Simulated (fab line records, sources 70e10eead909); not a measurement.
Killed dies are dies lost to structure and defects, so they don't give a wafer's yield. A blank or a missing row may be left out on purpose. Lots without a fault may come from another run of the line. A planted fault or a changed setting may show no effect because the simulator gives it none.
fab line records | flow nand_harc
record lots=6 wafers=18 last_day=33
route steps=1302 shown A_M1@1181 END@1302
lots that met no fault: from a run of the same line without faults
start_h: hours from the record's first day to the start of the lot's first wafer shown | wait_h: hours since the lot's step before | " the same as in the row above | L1.1+2: a row that stands for several wafers | - no value, or no start given | * or withheld: withheld | < > ~ a bound
route shown NAME@n: a module of which the file shows steps, and the number in the route of the first | usual: mean/standard deviation of fault-free wafers | same: alike in all rows | chamber/n: place in a boat | sites: the reading at each site | _std_site: their standard deviation | _edge_site: outer sites' mean less inner sites' | radius_mm: how far each site lies from the wafer's centre | mask NAME#n: copy n | behind: the tool/chamber that last shaped the wafer | hold: why the lot was held/for how many hours/how that ended | device: the transistor (n, p or np) that didn't switch | end of line: the same wafers' tests at the end of the route | a step without rows: its recipe alone | killed: dies lost to structure and defects at the first sort, not the wafer's yield | map: a wafer's dies, x killed, . not, _ none there
set.NAME: the setting as run; set.NAME@STEP: as run at that earlier step | model.NAME: the simulator's own value behind a step, which no gauge read
lots at some steps of the route; a table a step, a row a wafer
services: from which hour (start_h, from the record's first day; less than 0 if before it) a tool's chamber was out of use, for how many hours, and why
## steps
# step NHARC_A_M1_INSPECT_11
# usual raw_defect_count=85/44
# columns lot.wafer tool chamber start_h wait_h raw_defect_count
L284.1 defect_inspect-01 - 557.20 0.0 157
L284.5 " - " " 135
L284.6 " - " " 158
L287.1 defect_inspect-01 - 603.90 0.0 108
L287.2 " - " " 108
L287.6 " - " " 114
L294.1 defect_inspect-02 - 670.54 0.0 49
L294.2 " - " " 54
L294.5 " - " " 54
L296.4 defect_inspect-02 - 695.79 0.0 111
L296.5 " - " " 103
L296.6 " - " " 133
L299.1 defect_inspect-01 - 714.73 0.0 101
L299.4 " - " " 105
L299.6 " - " " 96
L303.1 defect_inspect-01 - 758.45 0.0 71
L303.5 " - " " 56
L303.6 " - " " 62
# step NHARC_A_M1_DESCUM_14
# recipe time_s=3 o2_flow_sccm=200 ar_flow_sccm=0 bias_power_w=0 chemistry=O2
# step NHARC_A_M1_ETCH_35
# recipe target_depth_a=400 overetch_a=120 time_s=43.94 ion_energy_ev=200 n2_flow_sccm=150 h2_flow_sccm=150 ar_flow_sccm=0 rf_w=400 bias_w=150 chemistry=N2/H2
# step NHARC_A_M1_ETCH_15
# recipe target_depth_a=1825 time_s=91.2 c4f8_flow_sccm=withheld ar_flow_sccm=400 rf_w=600 bias_w=300 chemistry=C4F8/Ar
# step NHARC_A_M1_CD_MEAS_16
# usual cd_nm=120.0/0.9
# columns lot.wafer tool chamber start_h wait_h cd_nm
L284.1 cd_sem-03 - 557.61 - 120.7
L284.5 " - " " 120.0
L284.6 " - " " 120.3
L287.1 cd_sem-01 - 604.27 - 119.7
L287.2 " - " " 119.9
L287.6 " - " " 119.0
L294.1 cd_sem-01 - 670.90 - 119.9
L294.2 " - " " 120.1
L294.5 " - " " 120.9
L296.4 cd_sem-02 - 696.16 - 120.5
L296.5 " - " " 119.8
L296.6 " - " " 119.8
L299.1 cd_sem-02 - 715.09 - 118.8
L299.4 " - " " 120.7
L299.6 " - " " 120.6
L303.1 cd_sem-02 - 758.82 - 120.7
L303.5 " - " " 119.3
L303.6 " - " " 118.9
# step NHARC_A_M1_STRIP_18
# recipe power_w=1000 n2_flow_sccm=150 h2_flow_sccm=150 ar_flow_sccm=0 bias_w=0 chemistry=N2/H2
# step NHARC_A_M1_ETCH_28
# recipe target_depth_a=300 over_etch_frac=0.3 time_s=72.99 ion_energy_ev=150 cf4_flow_sccm=50 n2_flow_sccm=100 ar_flow_sccm=150 rf_w=300 bias_w=100 chemistry=CF4/N2
# usual cf4_flow_sccm=50.00/0.14 drypump_motor_current_A=5.8/0.42 oes_product_au=0.999/0.018 rf_vpp_V=313.5/1.8 showerhead_plenum_p_Torr=2.58/0.097 throttle_valve_pct=19.794/0.01
# columns lot.wafer tool chamber start_h wait_h cf4_flow_sccm drypump_motor_current_A oes_product_au rf_hours_counter_h rf_vpp_V showerhead_plenum_p_Torr throttle_valve_pct
L284.1 rie_diel-11 0 - - 50.16 5.5 0.976 6.6 312.8 2.48 19.782
L284.5 " 2 " " 49.87 6.0 1.013 - 315.6 2.73 19.791
L284.6 " 3 " " 50.01 5.5 1.027 - 313.4 2.51 19.804
L287.2 rie_diel-11 2 - - 49.81 6.0 1.009 9.3 316.9 2.73 19.784
L287.1 " 3 " " 50.22 5.6 1.030 9.8 311.6 2.51 19.793
L287.6 " 1 " " 49.92 5.9 0.977 - 316.6 2.65 19.798
L294.2 rie_diel-11 2 - - 49.98 6.0 0.986 2.3 316.3 2.73 19.777
L294.1 " 0 " " 49.87 5.5 0.970 2.9 311.6 2.48 19.790
L294.5 " 2 " " 50.08 6.0 0.984 - 316.4 2.73 19.795
L296.4 rie_diel-09 1 - - 50.11 5.2 0.979 0.4 315.8 2.72 19.798
L296.6 " 1 " " 49.93 5.2 0.986 - 314.2 2.72 19.781
L296.5 " 2 " " 50.04 6.8 0.992 - 312.1 2.49 19.789
L299.4 rie_diel-12 0 - - 49.84 5.9 1.021 4.9 312.1 2.52 19.804
L299.1 " 1 " " 50.06 5.9 0.998 4.9 314.6 2.67 19.785
L299.6 " 0 " " 50.02 5.9 1.024 - 311.9 2.52 19.784
L303.1 rie_diel-11 2 - - 49.90 6.0 0.997 9.7 315.4 2.72 19.789
L303.6 " 0 " " 50.02 5.5 0.979 - 311.3 2.48 19.796
L303.5 " 1 " " 49.99 5.9 0.976 - 314.1 2.64 19.791
# step NHARC_A_M1_STRIP_19
# recipe time_s=600 temp_c=30 chemistry=post_etch_residue_remover
# step NHARC_A_M1_DEGAS_29
# recipe temp_c=250 time_s=60
# usual heater_power_w=332/30
# columns lot.wafer tool chamber start_h wait_h heater_power_w
L284.1 pvd_sputter-03 - 558.33 - 269
L284.5 " - " " 275
L284.6 " - " " 320
L287.2 pvd_sputter-01 - 604.98 - 289
L287.1 " - " " 287
L287.6 " - " " 337
L294.2 pvd_sputter-03 - 671.62 - 378
L294.1 " - " " 328
L294.5 " - " " 342
L296.4 pvd_sputter-02 - 696.88 - 310
L296.5 " - " " 358
L296.6 " - " " 328
L299.1 pvd_sputter-01 - 715.82 - 287
L299.4 " - " " 294
L299.6 " - " " 364
L303.1 pvd_sputter-01 - 759.54 - 303
L303.5 " - " " 272
L303.6 " - " " 292
# step NHARC_A_M1_PRE_CLEAN_30
# recipe time_s=30 temp_c=280 gas=H2/He
# usual heater_power_w=404/37
# columns lot.wafer tool chamber start_h wait_h heater_power_w
L284.1 pvd_sputter-03 - - - 461
L284.5 " - " " 343
L284.6 " - " " 406
L287.2 pvd_sputter-01 - - - 357
L287.1 " - " " 410
L287.6 " - " " 362
L294.2 pvd_sputter-03 - - - 336
L294.1 " - " " 389
L294.5 " - " " 421
L296.4 pvd_sputter-02 - - - 426
L296.6 " - " " 429
L296.5 " - " " 407
L299.1 pvd_sputter-01 - - - 423
L299.4 " - " " 438
L299.6 " - " " 361
L303.1 pvd_sputter-01 - - - 445
L303.6 " - " " 352
L303.5 " - " " 359
# step NHARC_A_M1_PVD_20
# recipe target_thk_a=50 bias_v=168.6 power_w=15000 chamber_pressure_pa=0.12 time_s=8.06 substrate_temp_c=50 material=TaN
# step NHARC_A_M1_PVD_21
# recipe target_thk_a=300 chamber_pressure_pa=5 power_w=5000 substrate_temp_c=30 time_s=20.49 material=Cu
# usual throttle_valve_pct=29.9/1.1
# columns lot.wafer tool chamber start_h wait_h throttle_valve_pct
L284.1 pvd_sputter-03 - - - 29.1
L284.6 " - " " 27.4
L284.5 " - " " 30.9
L287.1 pvd_sputter-01 - - - 31.3
L287.2 " - " " 29.5
L287.6 " - " " 30.6
L294.1 pvd_sputter-03 - - - 28.8
L294.2 " - " " 27.1
L294.5 " - " " 29.0
L296.4 pvd_sputter-02 - - - 31.2
L296.5 " - " " 29.2
L296.6 " - " " 30.4
L299.4 pvd_sputter-01 - - - 31.4
L299.1 " - " " 29.3
L299.6 " - " " 30.0
L303.1 pvd_sputter-01 - - - 29.8
L303.6 " - " " 29.0
L303.5 " - " " 30.1
# step NHARC_A_M1_ECD_22
# recipe target_thk_a=4000 bath_temp_c=25 material=Cu
# columns lot.wafer tool chamber start_h wait_h
L284.1+6+5 ecd_cu-02 0,1,0 558.74 -
L287.1+2+6 ecd_cu-01 0,1,0 605.34 -
L294.2+1+5 ecd_cu-02 1,0,0 671.98 -
L296.4+5+6 ecd_cu-02 0,1,0 697.39 -
L299.1+4+6 ecd_cu-01 0,1,1 716.17 -
L303.1+5+6 ecd_cu-01 1,1,0 759.89 -
# step NHARC_A_M1_ANNEAL_31
# recipe temp_c=225 time_s=90
# usual wafer_temp_C_max=225.87/0.24
# columns lot.wafer tool chamber start_h wait_h wafer_temp_C_max
L284.1 rtp_anneal-01 0 559.19 0.4 225.92
L284.5 " 0 " " 225.59
L284.6 " 0 " " 225.83
L287.1 rtp_anneal-02 0 605.72 0.3 225.65
L287.2 " 0 " " 225.84
L287.6 " 0 " " 225.88
L294.1 rtp_anneal-02 0 672.35 - 225.74
L294.2 " 0 " " 225.80
L294.5 " 0 " " 226.03
L296.4 rtp_anneal-02 0 697.80 0.4 225.63
L296.5 " 0 " " 225.94
L296.6 " 0 " " 225.79
L299.1 rtp_anneal-02 0 716.55 - 225.53
L299.4 " 0 " " 225.67
L299.6 " 0 " " 225.84
L303.1 rtp_anneal-02 0 760.27 - 225.74
L303.5 " 0 " " 225.79
L303.6 " 0 " " 225.61
# step NHARC_A_M1_CMP_23
# recipe t_overpolish_s=20 target_thk_nm=154.34
# usual motor_current_A=11.8/1.1 time_to_endpoint_s=30/3.9
# columns lot.wafer tool chamber start_h wait_h motor_current_A time_to_endpoint_s
L284.1 cmp-04 3 559.53 - 12.0 29
L284.6 " 3 " " 12.7 31
L284.5 " 0 " " 12.1 28
L287.2 cmp-03 1 606.07 - 11.5 33
L287.1 " 0 " " 11.1 29
L287.6 " 1 " " 11.6 34
L294.1 cmp-03 1 672.73 - 12.3 52
L294.2 " 3 " " 10.6 31
L294.5 " 1 " " 12.0 51
L296.4 cmp-03 3 698.08 - 10.2 54
L296.5 " 0 " " 11.3 33
L296.6 " 1 " " 12.4 55
L299.4 cmp-04 3 716.92 - 12.3 26
L299.1 " 0 " " 11.5 23
L299.6 " 3 " " 12.2 25
L303.1 cmp-04 1 760.64 - 13.3 26
L303.5 " 0 " " 12.1 25
L303.6 " 1 " " 12.3 24
# step NHARC_A_M1_THK_MEAS_24
# recipe thk_meas_gauge=xrf
# usual thk_nm=154.8/1.9
# columns lot.wafer tool chamber start_h wait_h thk_nm
L284.1 film_metro-02 - 559.85 - 156.5
L284.5 " - " " 154.1
L284.6 " - " " 155.2
L287.1 film_metro-02 - 606.39 - 154.7
L287.2 " - " " 155.6
L287.6 " - " " 155.8
L294.1 film_metro-01 - 673.01 - 155.6
L294.2 " - " " 157.0
L294.5 " - " " 159.1
L296.4 film_metro-02 - 698.31 - 156.4
L296.5 " - " " 155.5
L296.6 " - " " 156.3
L299.1 film_metro-02 - 717.20 - 151.9
L299.4 " - " " 151.6
L299.6 " - " " 153.7
L303.1 film_metro-02 - 760.93 - 153.9
L303.5 " - " " 154.2
L303.6 " - " " 153.3
# step NHARC_END_SORT_01
# recipe temp_c=25
# usual defect_limited_yield=91/3.2 killed_at_array=55/22 killed_at_other=0.9/1.2 killed_at_periphery=3.6/2.3 killed_dies=60/22 killed_open=3.2/1.9 killed_short=2.5/1.6
# same gross_dies=677
# columns lot.wafer tool chamber start_h wait_h defect_limited_yield[%] killed_at_array killed_at_other killed_at_periphery killed_dies killed_open killed_short
L284.1 prober-02 0 589.26 2.5 87 89 0 2 91 2 3
L284.5 prober-02 0 592.49 3.7 88 78 1 2 81 2 4
L284.6 prober-02 0 593.30 4.0 89 75 0 2 77 3 1
L287.1 prober-01 0 647.69 2.5 88 76 1 1 78 5 0
L287.2 prober-01 0 648.49 2.8 88 79 2 1 82 3 1
L287.6 prober-01 0 651.72 4.0 87 81 1 4 86 1 3
L294.1 prober-01 0 703.33 2.5 92 48 0 4 52 5 5
L294.2 prober-01 0 704.12 2.8 94 35 0 7 42 3 2
L294.5 prober-01 0 706.52 3.7 93 49 0 1 50 5 4
L296.4 prober-01 0 736.45 3.4 89 68 4 3 75 5 2
L296.5 prober-01 0 737.27 3.8 93 38 3 4 45 5 2
L296.6 prober-01 0 738.08 4.1 88 78 4 0 82 2 3
L299.1 prober-01 0 749.22 2.5 90 66 0 2 68 3 0
L299.4 prober-01 0 751.64 3.4 88 77 0 6 83 3 4
L299.6 prober-01 0 753.25 4.0 91 61 0 2 63 4 1
L303.1 prober-01 0 793.92 2.5 93 43 2 1 46 5 3
L303.5 prober-01 0 797.10 3.7 94 36 1 2 39 5 1
L303.6 prober-01 0 797.89 4.0 92 43 1 7 51 1 1
# killed by level:class
L284.1 A_CHANNEL_HOLE_D1:chamber_film_flake=30 A_CHANNEL_HOLE_D2:chamber_film_flake=29 A_SLIT:chamber_film_flake=17 A_CHANNEL_FILL_D1:chamber_film_flake=3 A_STAIRCASE:chamber_film_flake=3 A_CONTACT:chamber_film_flake=2 P_CONTACT:geometric_particle:open=1 A_SOURCE_PLATE:geometric_particle:short=1
L284.5 A_CHANNEL_HOLE_D2:chamber_film_flake=29 A_CHANNEL_HOLE_D1:chamber_film_flake=19 A_SLIT:chamber_film_flake=19 A_CONTACT:chamber_film_flake=4 A_STAIRCASE:chamber_film_flake=2 P_CONTACT:geometric_particle:short=1 A_ONON_D1:geometric_particle:short=1 A_CHANNEL_FILL_D1:geometric_particle:short=1
L284.6 A_CHANNEL_HOLE_D2:chamber_film_flake=26 A_SLIT:chamber_film_flake=19 A_CHANNEL_HOLE_D1:chamber_film_flake=19 A_CONTACT:chamber_film_flake=4 A_STAIRCASE:chamber_film_flake=2 P_GATE:geometric_particle:open=1 A_ONON_D1:geometric_particle:open=1 A_STAIRCASE:geometric_particle:short=1
L287.1 A_CHANNEL_HOLE_D2:chamber_film_flake=35 A_CHANNEL_HOLE_D1:chamber_film_flake=31 A_WL_FILL:chamber_film_flake=2 P_GATE:geometric_particle:open=1 A_CHANNEL_HOLE_D1:geometric_particle:open=1 A_DECK1_JOINT:geometric_particle:open=1 A_CHANNEL_FILL_D2:geometric_particle:open=1 A_WL_FILL:geometric_particle:open=1
L287.2 A_CHANNEL_HOLE_D1:chamber_film_flake=35 A_CHANNEL_HOLE_D2:chamber_film_flake=32 A_M0:chamber_film_flake=2 A_SLIT:chamber_film_flake=2 A_BONDPAD:chamber_film_flake=2 THIN_TSV:chamber_film_flake=2 P_M1:geometric_particle:open=1 A_CHANNEL_FILL_D1:geometric_particle:open=1
L287.6 A_CHANNEL_HOLE_D1:chamber_film_flake=32 A_CHANNEL_HOLE_D2:chamber_film_flake=32 A_CONTACT:chamber_film_flake=4 P_ZERO_WELL:chamber_film_flake=2 A_CHANNEL_FILL_D2:chamber_film_flake=2 A_WL_FILL:chamber_film_flake=2 A_M0:chamber_film_flake=2 P_CONTACT:geometric_particle:short=1
L294.1 A_CHANNEL_HOLE_D2:chamber_film_flake=21 A_CHANNEL_HOLE_D1:chamber_film_flake=8 A_ZERO_WELL:chamber_film_flake=3 A_ONON_D2:geometric_particle:open=2 A_CHANNEL_FILL_D2:geometric_particle:short=2 A_WL_FILL:geometric_particle:open=2 A_STAIRCASE:chamber_film_flake=2 A_WL_FILL:chamber_film_flake=2
L294.2 A_CHANNEL_HOLE_D2:chamber_film_flake=13 A_CHANNEL_HOLE_D1:chamber_film_flake=7 A_SLIT:chamber_film_flake=4 P_CONTACT:chamber_film_flake=3 A_CONTACT:chamber_film_flake=2 P_BONDPAD:chamber_film_flake=2 A_DECK1_JOINT:chamber_film_flake=2 A_STAIRCASE:chamber_film_flake=2
L294.5 A_CHANNEL_HOLE_D2:chamber_film_flake=14 A_CHANNEL_HOLE_D1:chamber_film_flake=8 A_CONTACT:chamber_film_flake=4 A_SLIT:chamber_film_flake=4 A_BLC:chamber_film_flake=4 A_CHANNEL_FILL_D2:geometric_particle:open=2 A_CHANNEL_FILL_D2:geometric_particle:short=2 A_ZERO_WELL:chamber_film_flake=2
L296.4 A_CHANNEL_HOLE_D2:chamber_film_flake=24 A_SLIT:chamber_film_flake=18 A_CHANNEL_HOLE_D1:chamber_film_flake=9 A_CONTACT:chamber_film_flake=5 A_STAIRCASE:chamber_film_flake=4 THIN_TSV:chamber_film_flake=4 P_STI:chamber_film_flake=3 A_WL_FILL:geometric_particle:open=2
L296.5 A_SLIT:chamber_film_flake=10 A_CHANNEL_HOLE_D2:chamber_film_flake=7 A_CHANNEL_HOLE_D1:chamber_film_flake=6 A_CONTACT:chamber_film_flake=5 A_STAIRCASE:chamber_film_flake=3 THIN_TSV:chamber_film_flake=3 P_CONTACT:geometric_particle:open=2 A_M0:geometric_particle:open=2
L296.6 A_SLIT:chamber_film_flake=34 A_CHANNEL_HOLE_D2:chamber_film_flake=15 A_CONTACT:chamber_film_flake=9 A_CHANNEL_HOLE_D1:chamber_film_flake=7 A_STAIRCASE:chamber_film_flake=6 THIN_TSV:chamber_film_flake=4 A_WL_FILL:chamber_film_flake=2 A_ONON_D1:geometric_particle:short=1
L299.1 A_CHANNEL_HOLE_D1:chamber_film_flake=32 A_CHANNEL_HOLE_D2:chamber_film_flake=19 A_STAIRCASE:chamber_film_flake=4 A_CONTACT:chamber_film_flake=3 A_SLIT:chamber_film_flake=2 A_DECK1_JOINT:chamber_film_flake=2 A_CHANNEL_FILL_D2:geometric_particle:open=1 A_SGD_CUT:geometric_particle:open=1
L299.4 A_CHANNEL_HOLE_D1:chamber_film_flake=33 A_CHANNEL_HOLE_D2:chamber_film_flake=24 A_CONTACT:chamber_film_flake=7 P_BONDPAD:chamber_film_flake=4 A_SLIT:chamber_film_flake=3 A_BLC:geometric_particle:open=2 A_CHANNEL_HOLE_D1:geometric_particle:short=1 A_CHANNEL_FILL_D1:geometric_particle:short=1
L299.6 A_CHANNEL_HOLE_D1:chamber_film_flake=23 A_CHANNEL_HOLE_D2:chamber_film_flake=18 A_SLIT:chamber_film_flake=5 A_CONTACT:chamber_film_flake=3 A_BLC:geometric_particle:open=2 A_STAIRCASE:chamber_film_flake=2 A_WL_FILL:chamber_film_flake=2 A_ONON_D2:geometric_particle:open=1
L303.1 A_SLIT:chamber_film_flake=19 A_CONTACT:chamber_film_flake=13 A_CHANNEL_HOLE_D1:chamber_film_flake=2 THIN_TSV:chamber_film_flake=2 P_CONTACT:geometric_particle:short=1 A_DECK1_JOINT:geometric_particle:open=1 A_CHANNEL_HOLE_D2:geometric_particle:open=1 A_SGD_CUT:geometric_particle:short=1
L303.5 A_SLIT:chamber_film_flake=18 A_CONTACT:chamber_film_flake=7 A_CHANNEL_HOLE_D1:chamber_film_flake=2 A_CHANNEL_HOLE_D2:chamber_film_flake=2 A_M0:geometric_particle:short=1 A_ONON_D1:geometric_particle:open=1 A_CHANNEL_HOLE_D1:geometric_particle:open=1 A_DECK1_JOINT:geometric_particle:open=1
L303.6 A_SLIT:chamber_film_flake=29 A_CONTACT:chamber_film_flake=7 P_GATE:chamber_film_flake=3 A_DECK1_JOINT:chamber_film_flake=3 P_CONTACT:chamber_film_flake=2 A_CHANNEL_HOLE_D1:chamber_film_flake=2 P_CONTACT:geometric_particle:open=1 A_WL_FILL:geometric_particle:short=1
## services
# columns tool chamber start_h hours kind
ecd_cu-01 - 538.43 1.2 repair
ecd_cu-01 - 548.69 4.2 repair
cmp-04 - 549.56 1.7 repair
cmp-03 - 554.14 4.0 pm
pvd_sputter-03 - 560.40 6.0 repair
cmp-04 - 562.40 0.7 repair
pvd_sputter-01 - 582.00 10.0 pm
ecd_cu-02 - 596.00 8.0 pm
rie_diel-11 2 600.66 3.1 repair
cmp-04 - 601.07 4.0 pm
cmp-04 - 606.51 3.2 repair
rie_diel-11 - 609.50 9.0 pm
ecd_cu-01 - 610.82 3.9 repair
cmp-03 - 612.83 3.1 repair
pvd_sputter-03 - 680.21 1.1 repair
pvd_sputter-03 - 683.92 2.5 repair
pvd_sputter-03 - 704.00 10.0 pm
pvd_sputter-03 - 714.58 3.9 repair
rie_diel-11 2 716.07 3.6 repair
rie_diel-11 3 729.31 15.8 repair
pvd_sputter-01 - 729.68 1.0 repair
pvd_sputter-01 - 743.32 6.0 repair
rtp_anneal-02 - 744.00 12.0 pm
pvd_sputter-01 - 760.00 10.0 pm
## key
first_sign step=NHARC_A_M1_CMP_23 reading=time_to_endpoint_s direction=up sigmas=5.9 usual=* struck=*
effect none on later readings
met_at NHARC_A_M1_ECD_22
struck_wafers L294.1,L294.5,L296.4,L296.6
onset_between 558.74 671.98
fault kind=process_parameter_drift tool=ecd_cu-02 chamber=0 onset_h=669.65 steps=NHARC_A_M1_ECD_22 channel=target_thk_a offset=* shape=step end_h=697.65 acts_in=* stated=*
